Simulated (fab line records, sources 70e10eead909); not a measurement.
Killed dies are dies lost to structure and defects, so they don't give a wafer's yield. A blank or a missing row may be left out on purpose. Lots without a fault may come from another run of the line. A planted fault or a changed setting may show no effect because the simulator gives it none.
A struck lot beside a sound one | flow nand_harc | 15 steps out of a route of 1302
Sound: wafers L719.3, L719.5, L719.6. Struck: wafers L721.2, L721.6. (L721.4 of the same lot was not struck and is left out.) The cause comes at the end.
At each step with rows: each side's tool, then ch and its chambers, then its first start. Under that, the readings that differ: sound wafers | struck wafers | difference of the means | sigmas: that difference in standard deviations of wafers without a fault.
alike: readings whose means differ by less than 2 such deviations, and words and numbers that are the same on both sides. not compared: withheld readings, readings that some wafer has no value for, bounds like >300 that may hide the same value, and numbers for which the record gives no deviation and whose values overlap.
The two part at a step that has a row with sigmas, a row that says differs or no value, or rows on one side only. Numbers that don't overlap but have no deviation are shown without sigmas and don't part them. A reading that every wafer of one side lacks parts them only if that side has two wafers or more.

first, 7 steps without rows for these wafers: NHARC_P_M1_COAT_34 (time 65 s); NHARC_P_M1_COAT_03 (resist thk 90 nm); NHARC_P_M1_SOFTBAKE_04 (time 55 s); NHARC_P_M1_EBR_05; NHARC_P_M1_EXPOSE_06 (exposes mask P M1, target cd 130 nm); NHARC_P_M1_PEB_07 (peb time 65 s); NHARC_P_M1_DEVELOP_08 (develop time 35 s).
NHARC_P_M1_CD_MEAS_09: target cd 130 nm.
  sound on cd_sem-01 ch 0, day 7 05:37; struck on cd_sem-02 ch 0, day 7 18:41
  alike: cd_nm
NHARC_P_M1_OVL_MEAS_10: pitch 260 nm.
  sound on overlay-02, day 7 05:43; struck on overlay-01, day 7 18:46
  reading           | sound          | struck  | difference | sigmas
  overlay_y_nm (nm) | -1.9 -1.4 -1.3 | 0.3 0.5 | +1.9       | +2
  alike: overlay_x_nm
NHARC_P_M1_INSPECT_11:
  sound on defect_inspect-02, day 7 05:44; struck on defect_inspect-01, day 7 18:48
  reading          | sound | struck | difference | sigmas
  raw_defect_count | 5 3 2 | 9 10   | +6         | +2
NHARC_P_M1_DESCUM_14: chemistry O2, time 3 s.
  sound on rie_diel-10 ch 0,3, day 7 05:48; struck on rie_diel-10 ch 1,2, day 7 18:52
  reading      | sound          | struck    | difference | sigmas
  rf_vpp_V (V) | 56.4 58.2 55.6 | 58.6 58.4 | +1.8       | +2
  alike: drypump_motor_current_A, oes_product_au, showerhead_plenum_p_Torr, throttle_valve_pct
  not compared: rf_hours_counter_h
NHARC_P_M1_ETCH_35: etches the open film in N2/H2, target depth 40 nm, overetch 12 nm, time 43.94 s.
  sound on rie_diel-10 ch 0,1,3, day 7 05:54; struck on rie_diel-10 ch 0, day 7 18:58
  alike: bias_w, drypump_motor_current_A, oes_product_au, rf_vpp_V, run_length_s, showerhead_plenum_p_Torr, throttle_valve_pct
  not compared: rf_hours_counter_h
NHARC_P_M1_ETCH_15: etches the open film in C4F8/Ar, target depth 182.5 nm, time 91.2 s.
  sound on rie_diel-10 ch 1,2,3, day 7 06:00; struck on rie_diel-10 ch 0, day 7 19:02
  reading          | sound             | struck      | difference                    | sigmas
  bias_w (W)       | 300.8 300.1 300.0 | - -         | no value on the struck wafers |
  run_length_s (s) | 111.5 113.6 112.6 | 105.3 104.7 | -7.6                          | -15
  alike: oes_product_au, rf_vpp_V
  not compared: rf_hours_counter_h
NHARC_P_M1_CD_MEAS_16:
  sound on cd_sem-03, day 7 06:07; struck on cd_sem-03, day 7 19:11
  alike: cd_nm
-- the record jumps here: 18 days lie between the struck wafers' starts before and after (it left off in module P_M1 and takes up again in module END, whose first step shown is number 1302 of the route) --
NHARC_END_SORT_01:
  sound on prober-02 ch 0, day 25 08:41; struck on prober-01 ch 0, day 25 19:31
  alike: defect_limited_yield, killed_at_array, killed_at_other, killed_at_periphery, killed_dies, killed_open, killed_short

WHERE THEY PART
First at NHARC_P_M1_OVL_MEAS_10; last, within this record, at NHARC_P_M1_ETCH_15. Later steps at which nothing parts them and some readings are alike: NHARC_P_M1_CD_MEAS_16, NHARC_END_SORT_01.

WHY: what the simulator had put in
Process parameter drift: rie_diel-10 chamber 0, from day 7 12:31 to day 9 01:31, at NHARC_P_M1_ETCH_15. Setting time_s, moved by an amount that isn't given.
